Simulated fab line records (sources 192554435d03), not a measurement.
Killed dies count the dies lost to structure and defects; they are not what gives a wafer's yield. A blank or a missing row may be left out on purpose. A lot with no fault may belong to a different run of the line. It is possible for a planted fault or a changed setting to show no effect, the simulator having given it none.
fab line records	flow n5-finfet
record: lots: 7	wafers: 21
route steps=1938 shown SD_EPI_N@267 SDB@348 HKMG_FIN@403 GATE_CUT@478
start-h: hours from the record's first day to the start of the lot's first wafer shown	wait-h: hours since the lot's step before	" unchanged from the row above	L1.1+2: a single row standing in for several wafers	- no value, or no start given	* or withheld: withheld	< > ~ a bound
route shown NAME@n: names a module that has steps shown in the file, with the first one's number in the route	usual: mean/standard deviation of fault-free wafers	same: alike in all rows	chamber/n: place in a boat	sites: each site's reading	_std_site: their standard deviation	_edge_site: mean of outer sites minus mean of inner sites	radius-mm: how far each site lies from the wafer's centre	mask NAME#n: copy n	behind: tool/chamber where the wafer was last shaped	hold: why the lot was held/for how many hours/how that ended	device: whichever transistor did not switch (one of n, p or np)	end of line: at the end of the route, the tests of the same wafers	a step with no rows: only its recipe	killed: not the wafer's yield, but the dies lost to structure and defects at the first sort	map: per-die view of a wafer (x killed, . not killed, _ where there is no die)
set.NAME: the setting that was run; set.NAME@STEP: the one run at that earlier step	model.NAME: the simulator's own value behind a step, which no gauge read
one table per step and one row per wafer, for lots whose settings were changed on purpose
== steps ==
step: N5_SD_EPI_N_EXPOSE_06
recipe: mask-id: SD_N_BLK	na: 1.35	source-shape: conventional	sigma-outer: 0.8	polarization: unpolarized	target-cd-nm: 120	dose-mj: 39.75
lot.wafer	tool	chamber	start-h	wait-h	mask	set.dose-mj
L078.2+5	arfi-scanner-02	0	73.09	-	SD_N_BLK#0	39.75
L078.3	"	0	"	"	SD_N_BLK#0	41.36
L081.1	arfi-scanner-03	0	90.68	-	SD_N_BLK#0	42.37
L081.2+4	"	0	"	"	SD_N_BLK#0	39.75
L084.1+3+6	arfi-scanner-03	0	110.21	-	SD_N_BLK#0	39.75
L087.1+3+4	arfi-scanner-03	0	128.61	-	SD_N_BLK#0	39.75
L089.1+2	arfi-scanner-03	0	138.68	-	SD_N_BLK#0	37.21
L089.3	"	0	"	"	SD_N_BLK#0	39.75
L090.1+5	arfi-scanner-03	0	144.28	-	SD_N_BLK#0	39.75
L090.3	"	0	"	"	SD_N_BLK#0	41.91
L094.3+5+6	arfi-scanner-03	0	168.16	-	SD_N_BLK#0	42.21
step: N5_SD_EPI_N_PEB_07
recipe: peb-temp-c: 110	peb-time-s: 60	resist: CAR-ArF-block
step: N5_SD_EPI_N_DEVELOP_08
recipe: develop-time-s: 30	developer: TMAH	resist: CAR-ArF-block	dev-temp-c: 23	rinse-liquid: diw	dry: air-spin
step: N5_SD_EPI_N_CD_MEAS_09
recipe: target-cd-nm: 120	landing-energy-ev: 500	detector: se-inlens
usual: cd-nm: 119.7/0.52
lot.wafer	tool	chamber	start-h	wait-h	set.dose-mj@SD_EPI_N_EXPOSE_06	cd-nm
L078.2	cd-sem-02	0	73.21	-	39.75	118.9
L078.3	"	0	"	"	41.36	122.2
L078.5	"	0	"	"	39.75	118.7
L081.1	cd-sem-03	0	90.81	-	42.37	123.6
L081.2	"	0	"	"	39.75	118.9
L081.4	"	0	"	"	39.75	118.7
L084.1	cd-sem-02	0	110.34	-	39.75	119.4
L084.3	"	0	"	"	39.75	119.1
L084.6	"	0	"	"	39.75	119.8
L087.1	cd-sem-03	0	128.74	-	39.75	119.3
L087.3	"	0	"	"	39.75	119.2
L087.4	"	0	"	"	39.75	119.3
L089.1	cd-sem-01	0	138.80	-	37.21	115.5
L089.2	"	0	"	"	37.21	115.4
L089.3	"	0	"	"	39.75	120.1
L090.1	cd-sem-03	0	144.41	-	39.75	120.6
L090.3	"	0	"	"	41.91	123.8
L090.5	"	0	"	"	39.75	119.8
L094.3	cd-sem-02	0	168.27	-	42.21	123.4
L094.5	"	0	"	"	42.21	123.9
L094.6	"	0	"	"	42.21	124.4
step: N5_SD_EPI_N_DESCUM_14
recipe: chemistry: O2	time-s: 7.9	source-power-w: 50	bias-power-w: 20	pressure-mtorr: 20	rf-frequency-hz: 2.712e+07	temp-c: 40	resist: CAR-ArF-block	o2-flow-sccm: 225
lot.wafer	tool	chamber	start-h	wait-h	set.time-s	set.dose-mj@SD_EPI_N_EXPOSE_06	model.SD_EPI_N.cd-nm
L078.2	rie-diel-02	2	73.29	0.0	8.462	39.75	118.8
L078.3	"	3	"	"	7.9	41.36	122
L078.5	"	0	"	"	7.9	39.75	118.6
L081.1	rie-diel-02	1	90.91	0.1	7.9	42.37	123.8
L081.2	"	0	"	"	7.9	39.75	118.8
L081.4	"	2	"	"	6.201	39.75	118.6
L084.1	rie-diel-04	0	110.43	0.0	7.9	39.75	119.4
L084.3	"	1	"	"	7.9	39.75	119.2
L084.6	"	0	"	"	7.9	39.75	120.2
L087.1	rie-diel-05	3	128.84	0.1	7.9	39.75	119
L087.3+4	"	3,2	"	"	7.9	39.75	119.2
L089.1	rie-diel-04	1	138.89	0.0	7.9	37.21	115.4
L089.2	"	2	"	"	6.691	37.21	115.2
L089.3	"	0	"	"	6.691	39.75	119.6
L090.1	rie-diel-04	1	144.50	0.0	7.9	39.75	120.4
L090.3	"	3	"	"	7.9	41.91	123.6
L090.5	"	0	"	"	7.9	39.75	120
L094.3	rie-diel-05	0	168.36	0.0	8.834	42.21	123.6
L094.5	"	0	"	"	8.834	42.21	123.8
L094.6	"	3	"	"	7.9	42.21	-
step: N5_SD_EPI_N_ETCH_34
recipe: chemistry: CF4	target: SiARC	target-depth-a: 455	mask-material: CAR-ArF-block	time-s: 75.8	ion-energy-ev: 80	pressure-mtorr: 40	source-w: 545	bias-w: 36	Ar_flow_sccm: 100	cf4-flow-sccm: 100	ends: cleared
lot.wafer	tool	chamber	start-h	wait-h	set.dose-mj@SD_EPI_N_EXPOSE_06	set.time-s@SD_EPI_N_DESCUM_14	model.SD_EPI_N.cd-nm	model.CAR-ArF-block_of_SD_EPI_N_COAT_03.thk-nm
L078.2	rie-diel-02	2	73.33	0.0	39.75	8.462	118.8	110
L078.3	"	3	"	"	41.36	7.9	122.2	110.4
L078.5	"	0	"	"	39.75	7.9	119	110.6
L081.1	rie-diel-02	1	90.95	0.0	42.37	7.9	123.8	111.2
L081.2	"	0	"	"	39.75	7.9	118.8	111.2
L081.4	"	2	"	"	39.75	6.201	118.4	112.4
L084.1	rie-diel-04	0	110.46	0.0	39.75	7.9	119.4	111.2
L084.3	"	1	"	"	39.75	7.9	119.2	110.6
L084.6	"	0	"	"	39.75	7.9	120	111.2
L087.1+4	rie-diel-05	3,2	128.89	0.0	39.75	7.9	119.2	111
L087.3	"	3	"	"	39.75	7.9	119.2	111.4
L089.1	rie-diel-04	1	138.92	0.0	37.21	7.9	115.4	111
L089.2	"	2	"	"	37.21	6.691	115.2	111.8
L089.3	"	0	"	"	39.75	6.691	119.6	112
L090.1	rie-diel-04	1	144.53	0.0	39.75	7.9	120.6	111
L090.3	"	3	"	"	41.91	7.9	123.8	111.2
L090.5	"	0	"	"	39.75	7.9	120	111
L094.3	rie-diel-05	0	168.40	0.0	42.21	8.834	123.4	110.2
L094.5	"	0	"	"	42.21	8.834	123.8	110.2
L094.6	"	3	"	"	42.21	7.9	124.6	110.4
step: N5_SD_EPI_N_ETCH_35
recipe: chemistry: N2/H2	target: SOC	overetch-a: 1080	mask-material: SiARC	temp-c: 40	ion-energy-ev: 100	source-w: 3000	bias-w: 133	pressure-mtorr: 20	time-s: 486	n2-flow-sccm: 200	h2-flow-sccm: 200
lot.wafer	tool	chamber	start-h	wait-h	set.dose-mj@SD_EPI_N_EXPOSE_06	model.SD_EPI_N.cd-nm
L078.2	rie-diel-02	2	73.38	0.0	39.75	118
L078.3	"	3	"	"	41.36	122.4
L078.5	"	0	"	"	39.75	118.4
L081.1	rie-diel-02	1	91.00	0.0	42.37	123.2
L081.2+4	"	0,2	"	"	39.75	118.8
L084.1+3	rie-diel-04	0,1	110.52	0.0	39.75	118.6
L084.6	"	0	"	"	39.75	120.4
L087.1	rie-diel-05	3	128.98	0.1	39.75	118.4
L087.3	"	3	"	"	39.75	118.2
L087.4	"	2	"	"	39.75	118
L089.1	rie-diel-04	1	138.98	0.0	37.21	115.2
L089.2	"	2	"	"	37.21	114.8
L089.3	"	0	"	"	39.75	120
L090.1	rie-diel-04	1	144.59	0.0	39.75	121.2
L090.3	"	3	"	"	41.91	124
L090.5	"	0	"	"	39.75	120.6
L094.3	rie-diel-05	0	168.45	0.0	42.21	124.8
L094.5	"	0	"	"	42.21	125
L094.6	"	3	"	"	42.21	125.2
step: N5_SD_EPI_N_STRIP_36
recipe: chemistry: N2/H2	temp-c: 40	n2-flow-sccm: 200	h2-flow-sccm: 200	rf-frequency-hz: 6e+07
step: N5_SD_EPI_N_ETCHBACK_44
recipe: chemistry: CH3F/O2	mode: anisotropic-etchback	target: SiNx	target-depth-a: 145	stop-on: SiO2	over-etch-frac: 0.3	ion-energy-ev: 120	pressure-mtorr: 30	source-w: 395	bias-w: 73	Ar_flow_sccm: 150	CH3F_flow_sccm: 30	O2_flow_sccm: 20
lot.wafer	tool	chamber	start-h	wait-h	set.dose-mj@SD_EPI_N_EXPOSE_06	model.SD_EPI_N.cd-nm
L078.2	rie-diel-02	2	73.71	0.0	39.75	118
L078.3	"	3	"	"	41.36	122.4
L078.5	"	0	"	"	39.75	118.6
L081.1	rie-diel-02	1	91.33	0.0	42.37	123.2
L081.2	"	0	"	"	39.75	118.8
L081.4	"	2	"	"	39.75	118.6
L084.1+3	rie-diel-04	0,1	110.84	0.0	39.75	118.6
L084.6	"	0	"	"	39.75	120.4
L087.1	rie-diel-05	3	129.47	0.0	39.75	118.4
L087.3	"	3	"	"	39.75	118.2
L087.4	"	2	"	"	39.75	117.8
L089.1	rie-diel-04	1	139.30	0.0	37.21	115.2
L089.2	"	2	"	"	37.21	114.6
L089.3	"	0	"	"	39.75	120
L090.1	rie-diel-04	1	144.91	0.0	39.75	121.2
L090.3	"	3	"	"	41.91	124.2
L090.5	"	0	"	"	39.75	120.6
L094.3	rie-diel-05	0	168.78	0.0	42.21	124.8
L094.5	"	0	"	"	42.21	125
L094.6	"	3	"	"	42.21	125.4
step: N5_SDB_COAT_03
recipe: resist: SOC	temp-c: 250	time-s: 60	spin-rpm: 1500	resist-thk-nm: 100
lot.wafer	tool	chamber	start-h	wait-h	set.spin-rpm	model.SOC_of_SDB_COAT_03.thk-nm
L078.2+3+5	litho-track-01	0	89.48	0.1	1500	100.4
L081.1	litho-track-01	0	107.05	0.1	1350	105
L081.2	"	0	"	"	1500	99.8
L081.4	"	0	"	"	1350	105.2
L084.1	litho-track-04	0	126.44	0.1	1440	102
L084.3	"	0	"	"	1440	102.2
L084.6	"	0	"	"	1500	100.2
L087.1	litho-track-01	0	144.66	0.1	1500	99.8
L087.3+4	"	0	"	"	1500	99.4
L089.1	litho-track-02	0	155.51	0.1	1500	100.2
L089.2	"	0	"	"	1500	100.4
L089.3	"	0	"	"	1500	100
L090.1	litho-track-02	0	160.23	0.1	1500	99.8
L090.3	"	0	"	"	1607	96.8
L090.5	"	0	"	"	1500	100
L094.3+5+6	litho-track-01	0	185.33	0.1	1500	99.8
step: N5_SDB_COAT_04
recipe: resist: SiARC	temp-c: 220	time-s: 60	spin-rpm: 1500	resist-thk-nm: 18
step: N5_SDB_COAT_05
recipe: resist: CAR-ArF	spin-rpm: 1500	resist-thk-nm: 90
step: N5_SDB_DESCUM_16
recipe: chemistry: O2	time-s: 7.9	source-power-w: 50	bias-power-w: 20	pressure-mtorr: 20	rf-frequency-hz: 2.712e+07	temp-c: 40	resist: CAR-ArF	o2-flow-sccm: 225
step: N5_SDB_ETCH_17
recipe: chemistry: CF4	target: SiARC	target-depth-a: 234	mask-material: CAR-ArF	time-s: 39	ion-energy-ev: 80	pressure-mtorr: 40	source-w: 545	bias-w: 36	Ar_flow_sccm: 100	cf4-flow-sccm: 100	ends: cleared
step: N5_SDB_ETCH_18
recipe: chemistry: N2/H2	target: SOC	target-depth-a: 1000	overetch-a: 200	mask-material: SiARC	temp-c: 40	time-s: 150	ion-energy-ev: 200	pressure-mtorr: 30	source-w: 840	bias-w: 150	n2-flow-sccm: 200	h2-flow-sccm: 200
lot.wafer	tool	chamber	start-h	wait-h	set.spin-rpm@SDB_COAT_03	model.etch.depth-nm
L078.2+3	rie-diel-05	0,2	89.88	0.0	1500	100.5
L078.5	"	2	"	"	1500	100.4
L081.1	rie-diel-05	2	107.60	0.0	1350	105
L081.2	"	1	"	"	1500	99.87
L081.4	"	3	"	"	1350	105.1
L084.1	rie-diel-02	3	127.28	0.0	1440	101.9
L084.3	"	0	"	"	1440	102.3
L084.6	"	1	"	"	1500	100.2
L087.1	rie-diel-04	0	145.23	0.0	1500	99.72
L087.3	"	2	"	"	1500	99.39
L087.4	"	1	"	"	1500	99.49
L089.1	rie-diel-04	0	156.20	0.0	1500	100.3
L089.2	"	2	"	"	1500	100.4
L089.3	"	3	"	"	1500	100.1
L090.1	rie-diel-04	3	160.76	0.0	1500	99.83
L090.3	"	2	"	"	1607	96.84
L090.5	"	2	"	"	1500	100.1
L094.3	rie-diel-02	3	185.73	0.0	1500	99.72
L094.5	"	1	"	"	1500	99.71
L094.6	"	0	"	"	1500	99.86
step: N5_SDB_STRIP_19
recipe: chemistry: N2/H2	temp-c: 40	n2-flow-sccm: 200	h2-flow-sccm: 200	rf-frequency-hz: 6e+07
step: N5_SDB_STRIP_21
recipe: chemistry: CF4	resist: SiARC	power-w: 300	bias-power-w: 75	pressure-mtorr: 50	cf4-flow-sccm: 150	rf-frequency-hz: 6e+07
step: N5_SDB_HM_OPEN_20
recipe: chemistry: CH3F/O2	target: SiNx	mask-material: SOC	target-depth-a: 240	stop-on: poly-Si	over-etch-frac: 0.4	ion-energy-ev: 120	pressure-mtorr: 30	source-w: 395	bias-w: 73	Ar_flow_sccm: 150	CH3F_flow_sccm: 30	O2_flow_sccm: 20
lot.wafer	tool	chamber	start-h	wait-h	set.spin-rpm@SDB_COAT_03	model.SOC_of_SDB_COAT_03.thk-nm
L078.2+3	rie-diel-05	0,2	90.04	0.0	1500	84.8
L078.5	"	2	"	"	1500	84.6
L081.1	rie-diel-05	2	107.76	0.0	1350	89.2
L081.2	"	1	"	"	1500	84.4
L081.4	"	3	"	"	1350	89.4
L084.1	rie-diel-02	3	127.43	0.0	1440	86
L084.3	"	0	"	"	1440	86.4
L084.6	"	1	"	"	1500	84.4
L087.1	rie-diel-04	0	145.39	0.0	1500	83.8
L087.3+4	"	2,1	"	"	1500	83.6
L089.1+2+3	rie-diel-04	0,2,3	156.36	0.0	1500	84.4
L090.1	rie-diel-04	3	160.92	0.0	1500	84
L090.3	"	2	"	"	1607	81.2
L090.5	"	2	"	"	1500	84.2
L094.3	rie-diel-02	3	185.89	0.0	1500	84.2
L094.5+6	"	1,0	"	"	1500	84
step: N5_SDB_STRIP_22
recipe: chemistry: N2/H2	power-w: 1000	temp-c: 250	h2-frac: 0.65	overash-fraction: 0.3	pressure-mtorr: withheld	n2-flow-sccm: 1750	h2-flow-sccm: 3250
usual: strip-time-to-endpoint-s: 96.40/0.29
lot.wafer	tool	chamber	start-h	wait-h	set.spin-rpm@SDB_COAT_03	strip-time-to-endpoint-s
L078.2	plasma-asher-02	0	90.12	0.1	1500	96.94
L078.3	"	0	"	"	1500	96.96
L078.5	"	1	"	"	1500	96.75
L081.1	plasma-asher-01	0	107.86	0.1	1350	101.03
L081.2	"	1	"	"	1500	96.62
L081.4	"	1	"	"	1350	101.37
L084.1	plasma-asher-02	0	127.51	0.1	1440	98.10
L084.3	"	0	"	"	1440	98.39
L084.6	"	0	"	"	1500	96.57
L087.1	plasma-asher-01	0	145.48	0.1	1500	96.04
L087.3	"	1	"	"	1500	95.75
L087.4	"	0	"	"	1500	95.75
L089.1	plasma-asher-02	1	156.44	0.1	1500	96.62
L089.2	"	0	"	"	1500	96.67
L089.3	"	1	"	"	1500	96.58
L090.1	plasma-asher-02	0	161.21	0.3	1500	96.19
L090.3	"	1	"	"	1607	93.51
L090.5	"	0	"	"	1500	96.45
L094.3	plasma-asher-01	1	186.01	0.1	1500	96.35
L094.5	"	1	"	"	1500	96.20
L094.6	"	0	"	"	1500	96.29
step: N5_HKMG_FIN_ETCH_55
recipe: chemistry: N2/H2	target: SOC	target-depth-a: 2400	temp-c: 40	time-s: 300	ion-energy-ev: 200	mask-material: SiARC	pressure-mtorr: 30	source-w: 840	bias-w: 150	n2-flow-sccm: 200	h2-flow-sccm: 200
lot.wafer	tool	chamber	start-h	wait-h	set.time-s	model.etch.depth-nm	model.HKMG_FIN.feature-depth-nm	model.SiARC_of_HKMG_FIN_COAT_42.thk-nm
L078.2	rie-diel-02	3	95.60	0.0	300	234.6	234.6	21.4
L078.3	"	1	"	"	300	241.4	241.4	21
L078.5	"	1	"	"	300	239.9	240	21
L081.1	rie-diel-02	3	113.50	0.0	300	236.4	236.4	21.4
L081.2	"	2	"	"	300	243.3	243.4	20.6
L081.4	"	0	"	"	300	241.9	242	20.8
L084.1	rie-diel-05	2	133.29	0.0	300	239.1	239	21.4
L084.3	"	1	"	"	300	233.7	233.8	21.8
L084.6	"	3	"	"	300	235.7	235.8	21.6
L087.1	rie-diel-05	1	151.22	0.0	300	237.1	237.2	21.6
L087.3	"	2	"	"	300	239.5	239.6	21.4
L087.4	"	3	"	"	300	238.7	238.8	21.4
L089.1	rie-diel-04	2	162.39	0.0	300	238.6	238.6	21.4
L089.2	"	3	"	"	234.5	186	186	24.4
L089.3	"	1	"	"	300	242.3	242.2	21
L090.1	rie-diel-04	1	168.22	0.0	345.9	278.2	278.2	18.8
L090.3	"	2	"	"	345.9	271.5	271.4	19.4
L090.5	"	1	"	"	300	239.7	239.6	21.2
L094.3	rie-diel-04	0	191.46	0.0	361.4	295.8	295.8	17.8
L094.5	"	0	"	"	361.4	297.7	297.8	17.6
L094.6	"	3	"	"	300	236.2	236.2	21.4
step: N5_GATE_CUT_COAT_34
recipe: resist: SOC	temp-c: 250	time-s: 60	spin-rpm: 1500	resist-thk-nm: 60
lot.wafer	tool	chamber	start-h	wait-h	set.spin-rpm	model.SOC_of_GATE_CUT_COAT_34.thk-nm
L078.2	litho-track-05	0	106.72	0.1	1500	60
L078.3+5	"	0	"	"	1440	61.2
L081.1+2	litho-track-04	0	125.32	0.0	1500	60.2
L081.4	"	0	"	"	1337	63.8
L084.1+6	litho-track-04	0	144.38	0.0	1500	60.2
L084.3	"	0	"	"	1394	62.4
L087.1	litho-track-04	0	162.83	0.0	1500	60.2
L087.3+4	"	0	"	"	1500	60.4
L089.1	litho-track-04	0	173.51	0.0	1500	60.2
L089.2	"	0	"	"	1347	63.4
L089.3	"	0	"	"	1500	60.4
L090.1+5	litho-track-04	0	180.28	0.0	1500	60.2
L090.3	"	0	"	"	1441	61.4
L094.3	litho-track-04	0	202.71	0.0	1500	60.2
L094.5+6	"	0	"	"	1500	60
== key ==
split: step: N5_SD_EPI_N_EXPOSE_06	setting: dose-mj	stated: 39.75	by: wafer
response: step: N5_SD_EPI_N_CD_MEAS_09	reading: cd-nm	change: +0.733	per: 1%	r: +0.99
response: step: N5_SD_EPI_N_DESCUM_14	reading: model.SD_EPI_N.cd-nm	change: +0.714	per: 1%	r: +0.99
response: step: N5_SD_EPI_N_ETCH_34	reading: model.SD_EPI_N.cd-nm	change: +0.723	per: 1%	r: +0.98
response: step: N5_SD_EPI_N_ETCH_35	reading: model.SD_EPI_N.cd-nm	change: +0.728	per: 1%	r: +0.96
response: step: N5_SD_EPI_N_ETCHBACK_44	reading: model.SD_EPI_N.cd-nm	change: +0.743	per: 1%	r: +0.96
split: step: N5_SD_EPI_N_DESCUM_14	setting: time-s	stated: 7.9	by: wafer
response: step: N5_SD_EPI_N_ETCH_34	reading: model.CAR-ArF-block_of_SD_EPI_N_COAT_03.thk-nm	change: -0.0513	per: 1%	r: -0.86
split: step: N5_SDB_COAT_03	setting: spin-rpm	stated: 1500	by: wafer
response: step: N5_SDB_COAT_03	reading: model.SOC_of_SDB_COAT_03.thk-nm	change: -0.496	per: 1%	r: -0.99
response: step: N5_SDB_ETCH_18	reading: model.etch.depth-nm	change: -0.487	per: 1%	r: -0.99
response: step: N5_SDB_HM_OPEN_20	reading: model.SOC_of_SDB_COAT_03.thk-nm	change: -0.461	per: 1%	r: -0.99
response: step: N5_SDB_STRIP_22	reading: strip-time-to-endpoint-s	change: *	per: 1%	r: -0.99
split: step: N5_HKMG_FIN_ETCH_55	setting: time-s	stated: 300	by: wafer
response: step: N5_HKMG_FIN_ETCH_55	reading: model.etch.depth-nm	change: +2.63	per: 1%	r: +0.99
response: step: N5_HKMG_FIN_ETCH_55	reading: model.HKMG_FIN.feature-depth-nm	change: +2.63	per: 1%	r: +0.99
response: step: N5_HKMG_FIN_ETCH_55	reading: model.SiARC_of_HKMG_FIN_COAT_42.thk-nm	change: -0.157	per: 1%	r: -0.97
split: step: N5_GATE_CUT_COAT_34	setting: spin-rpm	stated: 1500	by: wafer
response: step: N5_GATE_CUT_COAT_34	reading: model.SOC_of_GATE_CUT_COAT_34.thk-nm	change: -0.316	per: 1%	r: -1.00
